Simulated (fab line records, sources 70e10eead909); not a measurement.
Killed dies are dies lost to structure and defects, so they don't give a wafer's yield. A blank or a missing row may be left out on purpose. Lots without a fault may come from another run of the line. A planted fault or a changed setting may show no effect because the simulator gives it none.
Tool commonality check | flow nand_harc | 12 lots, 36 wafers sampled

WHY IT WAS OPENED
At NHARC_A_CHANNEL_HOLE_D1_INSPECT_40 the reading raw_defect_count is flagged on 2 of 12 lots. Wafers without a fault read 61, standard deviation 18.
Rule: a lot is flagged when every wafer of it that has a number lies more than 4 standard deviations from that mean, or none has a number. The other lots count as sound.

lot  | measured     | on                | raw_defect_count, wafer by wafer | flag
L181 | day 8 08:31  | defect_inspect-02 | 48 61 46                         |
L182 | day 9 06:27  | defect_inspect-02 | 44 43 53                         |
L183 | day 9 06:36  | defect_inspect-02 | 65 71 42                         |
L185 | day 9 21:31  | defect_inspect-01 | 85 51 49                         |
L184 | day 9 21:40  | defect_inspect-01 | 74 67 103                        |
L187 | day 10 13:38 | defect_inspect-01 | 73 46 46                         |
L189 | day 10 18:56 | defect_inspect-01 | 44 67 70                         |
L190 | day 10 20:04 | defect_inspect-01 | 740 762 810                      | FLAGGED
L193 | day 11 21:40 | defect_inspect-02 | 773 759 778                      | FLAGGED
L199 | day 13 02:04 | defect_inspect-01 | 98 112 102                       |
L200 | day 13 17:35 | defect_inspect-01 | 72 70 71                         |
L203 | day 14 12:04 | defect_inspect-02 | 54 47 52                         |
The numbers of the flagged lots are 770 on average: +709 against the usual, or +39 standard deviations.

WHICH TOOL RAN EACH LOT
The record holds 3 process steps before the reading, out of a route of 1159 steps. In each cell: the tool, then ch and the chambers that the sampled wafers went through, then the start.
lot  | flag    | NHARC_P_BONDPAD_ETCH_12                       | NHARC_P_BONDPAD_ETCH_24                       | NHARC_A_CHANNEL_HOLE_D1_ETCH_19
L181 |         | rie_diel-13 ch 1,3, day 8 02:50 or earlier    | rie_diel-13 ch 1,2,3, day 8 02:50 or earlier  | har_etch-01 ch 0,1, day 8 02:50
L182 |         | rie_diel-13 ch 0,3, day 7 03:44 or earlier    | rie_diel-13 ch 0,2, day 7 03:44               | har_etch-02 ch 0,1, day 9 00:38
L183 |         | rie_diel-08 ch 0,1,2, day 9 00:54 or earlier  | rie_diel-08 ch 1,2,3, day 9 00:54 or earlier  | har_etch-01 ch 0,1, day 9 00:54
L185 |         | rie_diel-13 ch 2,3, day 7 18:00               | rie_diel-13 ch 2,3, day 7 18:34               | har_etch-02 ch 0,1, day 9 15:47
L184 |         | rie_diel-13 ch 2,3, day 7 18:48               | rie_diel-13 ch 2,3, day 7 19:19               | har_etch-01 ch 0,1, day 9 16:01
L187 |         | rie_diel-13 ch 0,1, day 10 07:55 or earlier   | rie_diel-08 ch 1,2,3, day 10 07:55 or earlier | har_etch-02 ch 0,1, day 10 07:55
L189 |         | rie_diel-13 ch 2,3, day 8 16:44 or earlier    | rie_diel-13 ch 1,3, day 8 16:44               | har_etch-01 ch 1, day 10 13:16
L190 | FLAGGED | rie_diel-08 ch 0,2,3, day 10 14:23 or earlier | rie_diel-08 ch 0,1,3, day 10 14:23 or earlier | har_etch-02 ch 0,1, day 10 14:23
L193 | FLAGGED | rie_diel-13 ch 0,1,3, day 11 15:56 or earlier | rie_diel-09 ch 1,2,3, day 11 15:56 or earlier | har_etch-02 ch 0,1, day 11 15:56
L199 |         | rie_diel-13 ch 1,2, day 12 20:20 or earlier   | rie_diel-13 ch 0,2,3, day 12 20:20 or earlier | har_etch-01 ch 0,1, day 12 20:20
L200 |         | rie_diel-13 ch 0,1,3, day 13 11:53 or earlier | rie_diel-13 ch 0,1,3, day 13 11:53 or earlier | har_etch-01 ch 0,1, day 13 11:53
L203 |         | rie_diel-09 ch 0,2,3, day 14 06:25 or earlier | rie_diel-09 ch 2,3, day 14 06:25 or earlier   | har_etch-02 ch 0,1, day 14 06:25
What these steps do:
- NHARC_P_BONDPAD_ETCH_12: etches the open film in CHF3/O2, target depth 200 nm, time 100 s.
- NHARC_P_BONDPAD_ETCH_24: etches the open film in CF4/N2, target depth 30 nm, time 72.99 s.
- NHARC_A_CHANNEL_HOLE_D1_ETCH_19: etches the open film in C4F8/O2/Ar, time 34.5 s.
- NHARC_A_CHANNEL_HOLE_D1_INSPECT_40

FLAGGED OVER TOTAL, TOOL BY TOOL (the gauges that took the reading come last)
step                               | tool              | lots run | flagged | share of the flagged lots | sound lots run after its first flagged lot
NHARC_P_BONDPAD_ETCH_12            | rie_diel-08       | 2        | 1       | some                      | 0
NHARC_P_BONDPAD_ETCH_12            | rie_diel-09       | 1        | 0       | none                      | -
NHARC_P_BONDPAD_ETCH_12            | rie_diel-13       | 9        | 1       | some                      | 2 (L199,L200)
NHARC_P_BONDPAD_ETCH_24            | rie_diel-08       | 3        | 1       | some                      | 0
NHARC_P_BONDPAD_ETCH_24            | rie_diel-09       | 2        | 1       | some                      | 1 (L203)
NHARC_P_BONDPAD_ETCH_24            | rie_diel-13       | 7        | 0       | none                      | -
NHARC_A_CHANNEL_HOLE_D1_ETCH_19    | har_etch-01       | 6        | 0       | none                      | -
NHARC_A_CHANNEL_HOLE_D1_ETCH_19    | har_etch-02       | 6        | 2       | all                       | 1 (L203)
NHARC_A_CHANNEL_HOLE_D1_INSPECT_40 | defect_inspect-01 | 7        | 1       | some                      | 2 (L199,L200)
NHARC_A_CHANNEL_HOLE_D1_INSPECT_40 | defect_inspect-02 | 5        | 1       | some                      | 1 (L203)
NHARC_P_BONDPAD_ETCH_12 gives no start for some lots, so the hours and the order of its lots are those of NHARC_A_CHANNEL_HOLE_D1_ETCH_19. NHARC_P_BONDPAD_ETCH_24 gives no start for some lots, so the hours and the order of its lots are those of NHARC_A_CHANNEL_HOLE_D1_ETCH_19.

WHAT THE TABLE ALLOWS
1 row of the table ran every flagged lot: har_etch-02 at NHARC_A_CHANNEL_HOLE_D1_ETCH_19.
- har_etch-02 at NHARC_A_CHANNEL_HOLE_D1_ETCH_19: 2 of its 6 lots flagged. Sound lots ran on it after the first flagged one (L203), which a lasting fault on the whole tool wouldn't allow.
No row of the table ran every flagged lot and no sound lot after the first.

WHAT THE SIMULATOR HAD PUT IN
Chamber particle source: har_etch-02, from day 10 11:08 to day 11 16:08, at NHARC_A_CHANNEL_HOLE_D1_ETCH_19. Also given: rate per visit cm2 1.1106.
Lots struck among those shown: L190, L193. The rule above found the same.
